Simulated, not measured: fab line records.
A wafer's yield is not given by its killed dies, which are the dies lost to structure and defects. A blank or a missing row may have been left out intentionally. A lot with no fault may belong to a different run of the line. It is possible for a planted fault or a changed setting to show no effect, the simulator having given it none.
A single fault, viewed from 3 desks || flow n5-finfet || only its own numbers are on each desk; what lay behind them is given at the end

## THE DEFECT DESK
Inspection counts along the route, by lot: the mean over sampled wafers that carry a number. Any lot whose mean is over 4 standard deviations away from the usual mean is out of limits and marked OUT; that distance is given in the brackets.
Columns: A = raw-defect-count at N5_BEOL_M5_INSPECT_30, usual 418
{"lot": "L926", "first seen here": "day 10 02:26", "A": 409}
{"lot": "L934", "first seen here": "day 11 23:42", "A": 338}
{"lot": "L933", "first seen here": "day 12 02:23", "A": 454}
{"lot": "L936", "first seen here": "day 12 10:16", "A": 432}
{"lot": "L938", "first seen here": "day 13 04:13", "A": 465}
{"lot": "L940", "first seen here": "day 13 15:42", "A": 390}
{"lot": "L942", "first seen here": "day 14 09:56", "A": 399}
This desk's verdict: no lot among the 7 shows anything out of limits.

## AT THE TOOL OWNER'S DESK: rie-diel-01
The tool's own readings at N5_BEOL_M5_VIA_ETCH_34 (etches SiCOH lowk in C4F6/O2, target depth 88.3 nm, time 39.2 s): means of the sampled wafers that have a number, for each lot that ran on this tool. Any lot whose mean is over 4 standard deviations away from the usual mean is out of limits and marked OUT; that distance is given in the brackets.
Columns: A = drypump-motor-current-A at N5_BEOL_M5_VIA_ETCH_34, usual 5.4 A; B = oes-product-au at N5_BEOL_M5_VIA_ETCH_34, usual 0.83 a.u.; C = rf-vpp-V at N5_BEOL_M5_VIA_ETCH_34, usual 673 V; D = showerhead-plenum-p-Torr at N5_BEOL_M5_VIA_ETCH_34, usual 2.85 Torr; E = throttle-valve-pct at N5_BEOL_M5_VIA_ETCH_34, usual 20.9 %
{"lot": "L926", "first seen here": "day 10 02:39", "A": 5.3, "B": 0.86, "C": 671, "D": 2.89, "E": 20.9}
{"lot": "L934", "first seen here": "day 11 23:55", "A": 5.4, "B": 0.84, "C": 671, "D": 2.88, "E": 20.9}
{"lot": "L933", "first seen here": "day 12 02:41", "A": 5.2, "B": 0.93, "C": 684, "D": 2.86, "E": 21.1}
{"lot": "L936", "first seen here": "day 12 11:22", "A": 5.4, "B": 0.94, "C": 660, "D": 2.83, "E": 21.1}
{"lot": "L938", "first seen here": "day 13 04:37", "A": 5.5, "B": 1.00, "C": 675, "D": 2.83, "E": 20.6}
This desk's verdict: no lot among the 5 shows anything out of limits.

## FROM THE METROLOGY DESK
What the gauges read for every lot (on any tool): the sampled wafers with a number, averaged. Any lot whose mean is over 4 standard deviations away from the usual mean is out of limits and marked OUT; that distance is given in the brackets.
Columns: A = cd-nm at N5_BEOL_M5_CD_MEAS_28, usual 30.56 nm; B = V4_OVL at N5_BEOL_M5_OVL_MEAS_29, usual -0.5 nm
{"lot": "L926", "first seen here": "day 10 02:21", "A": 30.64, "B": -0.3}
{"lot": "L934", "first seen here": "day 11 23:37", "A": 30.58, "B": -0.3}
{"lot": "L933", "first seen here": "day 12 02:17", "A": 30.09, "B": -0.3}
{"lot": "L936", "first seen here": "day 12 10:11", "A": 30.38, "B": -0.1}
{"lot": "L938", "first seen here": "day 13 04:07", "A": 30.55, "B": -0.6}
{"lot": "L940", "first seen here": "day 13 15:37", "A": 30.08, "B": -0.5}
{"lot": "L942", "first seen here": "day 14 09:50", "A": 30.98, "B": -0.8}
This desk's verdict: no lot among the 7 shows anything out of limits.

## PUT TOGETHER
Nothing the defect desk looked at was out of limits.
The tool owner's desk saw nothing out of limits.
From the metrology desk's view, nothing was out of limits.

## WHAT HAD BEEN PUT IN BY THE SIMULATOR
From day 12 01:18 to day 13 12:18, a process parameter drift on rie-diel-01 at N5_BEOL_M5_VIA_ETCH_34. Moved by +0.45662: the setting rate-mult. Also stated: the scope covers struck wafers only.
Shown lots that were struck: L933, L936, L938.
